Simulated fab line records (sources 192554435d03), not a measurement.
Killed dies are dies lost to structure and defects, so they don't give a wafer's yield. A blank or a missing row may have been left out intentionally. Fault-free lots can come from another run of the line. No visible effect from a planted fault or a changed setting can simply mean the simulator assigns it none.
A lot that was struck, set against a sound lot || flow n5_finfet || 38 out of 1938 route steps
Sound: the wafers L430.2, L430.4, L430.6. Struck: wafer L438.5 (left out: L438.2, a lot-mate that was not struck); the cause follows at the end.
Per side, at each step with rows, come the tool, then ch with its chambers, and then its first start. Under that, the readings that differ: sound wafers || struck wafers || difference of the means || sigmas: that difference in standard deviations of wafers without a fault.
alike: same words and numbers on both sides, and readings whose means sit less than 2 such deviations apart. not compared: any withheld reading, any reading some wafer has no value for, any bound like >300 that may hide the same value, and any number with overlapping values for which the record gives no deviation.
A row with sigmas, a row that says differs or no value, or rows on one side alone: a step with any of these is where the two part. Numbers that don't overlap but have no deviation are shown without sigmas and don't part them. A reading that every wafer of one side lacks parts them only if that side has two wafers or more.

first, 9 steps without rows for these wafers: N5_BEOL_M12_SOFTBAKE_23 (time 60 s); N5_BEOL_M12_EXPOSE_25 (exposes mask M12); N5_BEOL_M12_PEB_26 (peb time 90 s); N5_BEOL_M12_DEVELOP_27 (develop time 45 s); N5_BEOL_M12_HARDBAKE_32 (time 120 s); N5_BEOL_M12_DESCUM_33 (chemistry O2, time 7.9 s); N5_BEOL_M12_ETCH_67 (etches SiARC in CF4, target depth 143 nm, time 238.3 s); N5_BEOL_M12_ETCH_68 (etches SOC in N2/H2, time 285 s); N5_BEOL_M12_STRIP_69 (strips in N2/H2).
N5_BEOL_M12_TRENCH_ETCH_34: etches SiOC in C4F8/O2/Ar, target depth 318.95 nm, time 125.5 s.
  sound on rie_diel-05 ch 0,2, day 11 11:21; struck on rie_diel-04 ch 2, day 14 07:15
{"reading": "model.etch.depth_nm (nm)", "sound": "319.9 325.8 321.3", "struck": 491.5, "difference": "+169.2", "sigmas": ""}
  alike: drypump_motor_current_A, oes_product_au, rf_vpp_V, showerhead_plenum_p_Torr, throttle_valve_pct
  not compared: rf_hours_counter_h
then, 1 step without rows for these wafers: N5_BEOL_M12_STRIP_70 (strips in C4F8/O2/Ar).
N5_BEOL_M12_OCD_MEAS_35:
  sound on ocd-01, day 11 11:30; struck on ocd-01, day 14 07:25
{"reading": "trench_depth_nm (nm)", "sound": "320 326 322", "struck": 491, "difference": "+168", "sigmas": "+28"}
then, 11 steps without rows for these wafers: N5_BEOL_M12_STRIP_37 (strips in N2/H2); N5_BEOL_M12_ETCH_38 (etches SiCN in CF4/N2, target depth 68.7 nm, time 73.4 s); N5_BEOL_M12_PRECLEAN_39 (cleans in residue remover, time 60 s); N5_BEOL_M12_SRD_40 (time 30 s, dry time 30 s); N5_BEOL_M12_DEGAS_41 (time 60 s); N5_BEOL_M12_PRE_CLEAN_42 (time 30 s); N5_BEOL_M12_SPUTTER_43 (material TaN, target thk 15 nm, time 24.19 s); N5_BEOL_M12_SPUTTER_44 (material Ta, target thk 10 nm, time 16.13 s); N5_BEOL_M12_SPUTTER_45 (material Cu, target thk 80 nm, time 13.33 s); N5_BEOL_M12_ECD_47 (material Cu, target thk 720 nm); N5_BEOL_M12_ANNEAL_48 (time 90 s).
N5_BEOL_M12_CMP_49: polishes, stops on SiOC, t overpolish 20.6 s, target thk 320 nm.
  sound on cmp-04 ch 0,1,3, day 11 16:23; struck on cmp-04 ch 2, day 14 11:41
{"reading": "barrier_field_endpoint_s (s)", "sound": "32.4 30.9 30.6", "struck": 28.9, "difference": -2.4, "sigmas": -2}
{"reading": "model.Cu_of_BEOL_M12_ECD_47.thk_nm (nm)", "sound": "325.4 327.6 323.4", "struck": 490.6, "difference": "+165.1", "sigmas": ""}
  alike: clearing_platen_rpm, motor_current_A, overpolish_run_s, slurry_flow_ml_min
N5_BEOL_M12_THK_MEAS_50: measures by xrf.
  sound on film_metro-01, day 11 16:41; struck on film_metro-01, day 14 12:05
{"reading": "M12_THK (nm)", "sound": "332 334 330", "struck": 496, "difference": "+164", "sigmas": "+24"}
then, 2 steps without rows for these wafers: N5_BEOL_M12_PRE_CLEAN_52 (time 15 s); N5_BEOL_M12_DEP_53 (deposits SiCN from 3MS/NH3, target thk 30 nm, time 10.5 s).
N5_BEOL_M12_RS_MEAS_54: measurement is done with a four-point probe.
  sound on film_metro-01, day 11 16:48; struck on film_metro-01, day 14 12:13
{"reading": "M12_RS (ohm/sq)", "sound": "0.0589 0.0586 0.0594", "struck": 0.0385, "difference": -0.0205, "sigmas": -17}
then, 9 steps without rows for these wafers: N5_BEOL_M13_ILD_DEP_00 (deposits SiOC from DEMS/O2, target thk 837.92 nm, time 166.4 s); N5_BEOL_M13_COAT_58 (time 60 s, resist thk 89 nm); N5_BEOL_M13_COAT_04 (resist thk 400 nm); N5_BEOL_M13_EBR_06; N5_BEOL_M13_SOFTBAKE_05 (time 60 s); N5_BEOL_M13_EXPOSE_07 (exposes mask V12); N5_BEOL_M13_PEB_08 (peb time 90 s); N5_BEOL_M13_DEVELOP_09 (develop time 45 s); N5_BEOL_M13_HARDBAKE_14 (time 120 s).
N5_BEOL_M15_RC_MEAS_101:
  sound on prober-01 ch 0, day 12 14:01; struck on prober-01 ch 0, day 15 04:43
{"reading": "COMB_M14 (S/m)", "sound": "3.8e-12 5e-12 4.8e-12", "struck": 2.3e-12, "difference": -2.2e-12, "sigmas": -3}
{"reading": "SERP_M12 (ohm/um)", "sound": "0.627 0.631 0.613", "struck": 0.410, "difference": -0.214, "sigmas": -11}
{"reading": "SERP_M12_max_site (ohm/um)", "sound": "0.637 0.649 0.618", "struck": 0.419, "difference": -0.216, "sigmas": -11}
{"reading": "SERP_M6 (ohm/um)", "sound": "12.9 13.9 13.2", "struck": 15.3, "difference": "+2.0", "sigmas": "+3"}
{"reading": "SERP_M6_max_site (ohm/um)", "sound": "14.6 14.6 15.4", "struck": 16.4, "difference": "+1.5", "sigmas": "+2"}
  alike: COMB_M10, COMB_M11, COMB_M13, COMB_M13_max_site, COMB_M15, COMB_M5, COMB_M6, COMB_M7, COMB_M8, COMB_M9, SERP_M10, SERP_M11, SERP_M11_max_site, SERP_M13, SERP_M14, SERP_M5, SERP_M7, SERP_M8, SERP_M9

WHERE THEY PART
First at N5_BEOL_M12_OCD_MEAS_35; last, within this record, at N5_BEOL_M15_RC_MEAS_101.

WHY: the cause the simulator had injected
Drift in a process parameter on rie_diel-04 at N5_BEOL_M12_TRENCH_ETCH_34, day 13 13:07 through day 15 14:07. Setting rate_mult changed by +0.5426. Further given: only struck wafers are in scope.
